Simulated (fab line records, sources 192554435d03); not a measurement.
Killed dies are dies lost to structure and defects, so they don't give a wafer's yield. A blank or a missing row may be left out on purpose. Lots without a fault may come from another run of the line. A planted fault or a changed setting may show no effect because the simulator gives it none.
Split-lot experiment | flow n5_finfet | 7 lots, 21 wafers read, on a route of 1938 steps

THE SPLIT
At N5_BEOL_M9_EXPOSE_08 (exposes mask M9), the setting dose_mj was moved away from the recipe's 53.75 on 4 of the 21 wafers read, by +2.0% to +7.4%. The other wafers ran this setting at the recipe's value.

FROM THE SPLIT TO THE READING: what the file shows between them, 20 steps
- N5_BEOL_M9_PEB_09: peb time 60 s
- N5_BEOL_M9_DEVELOP_10: develop time 30 s
- N5_BEOL_M9_CD_MEAS_11: target cd 64.1 nm
- N5_BEOL_M9_DESCUM_16: chemistry O2, time 7.9 s
- N5_BEOL_M9_ETCH_61: etches SiARC in CF4, target depth 39 nm, time 65 s
- N5_BEOL_M9_ETCH_62: etches SOC in N2/H2, target depth 110 nm, overetch 22 nm, time 165 s
- N5_BEOL_M9_STRIP_68: strips in N2/H2
- N5_BEOL_M9_STRIP_67: strips in CF4
- N5_BEOL_M9_HM_OPEN_17: chemistry Cl2/BCl3, target TiN, target depth 20 nm, overetch 6 nm
- N5_BEOL_M9_STRIP_19: strips in O2
- N5_BEOL_M9_CD_MEAS_18: pitch 140 nm, target cd 70 nm
- N5_BEOL_M9_COAT_63: time 60 s, resist thk 60 nm
- N5_BEOL_M9_COAT_64: time 60 s, resist thk 12 nm
- N5_BEOL_M9_STRIP_73: strips in C4F6/O2
- N5_BEOL_M9_STRIP_36: strips in N2/H2
- N5_BEOL_M9_TRENCH_ETCH_37: etches SiCOH lowk in C4F6/O2, target depth 151.43 nm, time 49 s
- N5_BEOL_M9_ETCH_41: etches SiCN in CH3F/O2, target depth 36.6 nm, time 70.1 s
- N5_BEOL_M9_STRIP_80: strips in N2/H2, time 10 s
- N5_BEOL_M9_PRECLEAN_42: cleans in residue remover, time 60 s
- N5_BEOL_M9_SRD_43: time 30 s

THE READING
cd_nm, in nm, at N5_BEOL_M9_CD_MEAS_35 (target cd 70 nm, target cd y 40 nm). Fault-free wafers of this fab line usually give 70.1 nm, standard deviation 0.48 nm.

wafer  | tool, chamber at the split | dose_mj as run | against the recipe | cd_nm, nm | against lot-mates on the recipe
L075.1 | arfi_scanner-02, 0         | 53.75          | recipe             | 70.7      | -
L075.2 | arfi_scanner-02, 0         | 54.84          | +2.0%              | 71.6      | +1.5
L075.3 | arfi_scanner-02, 0         | 53.75          | recipe             | 69.4      | -
L076.2 | arfi_scanner-03, 0         | 53.75          | recipe             | 69.9      | -
L076.4 | arfi_scanner-03, 0         | 53.75          | recipe             | 70.1      | -
L076.6 | arfi_scanner-03, 0         | 53.75          | recipe             | 69.1      | -
L081.2 | arfi_scanner-01, 0         | 53.75          | recipe             | 70.4      | -
L081.3 | arfi_scanner-01, 0         | 53.75          | recipe             | 70.3      | -
L081.6 | arfi_scanner-01, 0         | 53.75          | recipe             | 69.4      | -
L086.1 | arfi_scanner-03, 0         | 53.75          | recipe             | 69.6      | -
L086.3 | arfi_scanner-03, 0         | 53.75          | recipe             | 69.6      | -
L086.5 | arfi_scanner-03, 0         | 53.75          | recipe             | 70.6      | -
L087.3 | arfi_scanner-02, 0         | 57.75          | +7.4%              | 74.1      | +4.5
L087.4 | arfi_scanner-02, 0         | 57.75          | +7.4%              | 73.8      | +4.2
L087.5 | arfi_scanner-02, 0         | 53.75          | recipe             | 69.6      | -
L091.2 | arfi_scanner-02, 0         | 53.75          | recipe             | 71.3      | -
L091.3 | arfi_scanner-02, 0         | 53.75          | recipe             | 70.9      | -
L091.4 | arfi_scanner-02, 0         | 56.54          | +5.2%              | 73.2      | +2.1
L092.1 | arfi_scanner-03, 0         | 53.75          | recipe             | 70.2      | -
L092.4 | arfi_scanner-03, 0         | 53.75          | recipe             | 70.0      | -
L092.6 | arfi_scanner-03, 0         | 53.75          | recipe             | 70.0      | -

THE FIT
A straight line over all 21 wafers: cd_nm changes by +0.541 nm for each +1% of dose_mj; r = +0.92; the points scatter about the line by 0.56 nm.
The same after taking each lot's own level away (the mean of its wafers on the recipe; 21 wafers): +0.555 nm for each +1%; r = +0.95; scatter 0.44 nm.
On that fit, the largest move of dose_mj shifts the reading by 4.1 nm.
The lots' own levels span 69.60 to 71.10 nm, that is 3.1 times the standard deviation above.
So the lot-to-lot level changes the slope little: the two slopes agree.
Check: with one of the wafers moved furthest among these (+7.4%) left out of the fit, the line predicts +3.9 nm for it against its lot-mates. It came out at +4.5 nm against them.

OTHER SPLITS ON THESE WAFERS
These wafers also went through other splits before the reading. Each is held against what the fit with the lots' levels taken away leaves over:
other split on the same wafers    | wafers away from the commonest value | r with cd_nm (lot level and that fit taken away)
N5_BEOL_M6_DESCUM_33 time_s       | 5                                    | -0.02
N5_BEOL_M7_ETCH_66 time_s         | 3                                    | -0.08
N5_BEOL_M7_VIA_ETCH_34 source_w   | 8                                    | +0.04
N5_BEOL_M8_TRENCH_ETCH_37 bias_w  | 10                                   | +0.25
N5_BEOL_M9_HM_DEP_02 target_thk_a | 8                                    | +0.15

THE WHOLE CHAIN: every reading that the file lists as answering this split, in the file's order
step                  | what it does                                                         | reading                                                               | change (the file's fit)               | r (the file's)
N5_BEOL_M9_CD_MEAS_11 | target cd 64.1 nm                                                    | cd_nm                                                                 | +0.545 nm for each +1% of the setting | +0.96
N5_BEOL_M9_ETCH_61    | etches SiARC in CF4, target depth 39 nm, time 65 s                   | BEOL_M9.cd_offset_nm (the simulator's own value, which no gauge read) | +0.534 nm for each +1% of the setting | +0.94
N5_BEOL_M9_ETCH_62    | etches SOC in N2/H2, target depth 110 nm, overetch 22 nm, time 165 s | BEOL_M9.cd_offset_nm (the simulator's own value, which no gauge read) | +0.512 nm for each +1% of the setting | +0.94
N5_BEOL_M9_HM_OPEN_17 | chemistry Cl2/BCl3, target TiN, target depth 20 nm, overetch 6 nm    | BEOL_M9.cd_offset_nm (the simulator's own value, which no gauge read) | +0.495 nm for each +1% of the setting | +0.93
N5_BEOL_M9_CD_MEAS_18 | pitch 140 nm, target cd 70 nm                                        | cd_nm                                                                 | +0.482 nm for each +1% of the setting | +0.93
N5_BEOL_M9_CD_MEAS_35 | target cd 70 nm, target cd y 40 nm                                   | cd_nm                                                                 | +0.535 nm for each +1% of the setting | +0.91

THE FILE'S OWN FIT
cd_nm changes by +0.535 nm for each +1% of dose_mj, r = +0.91.
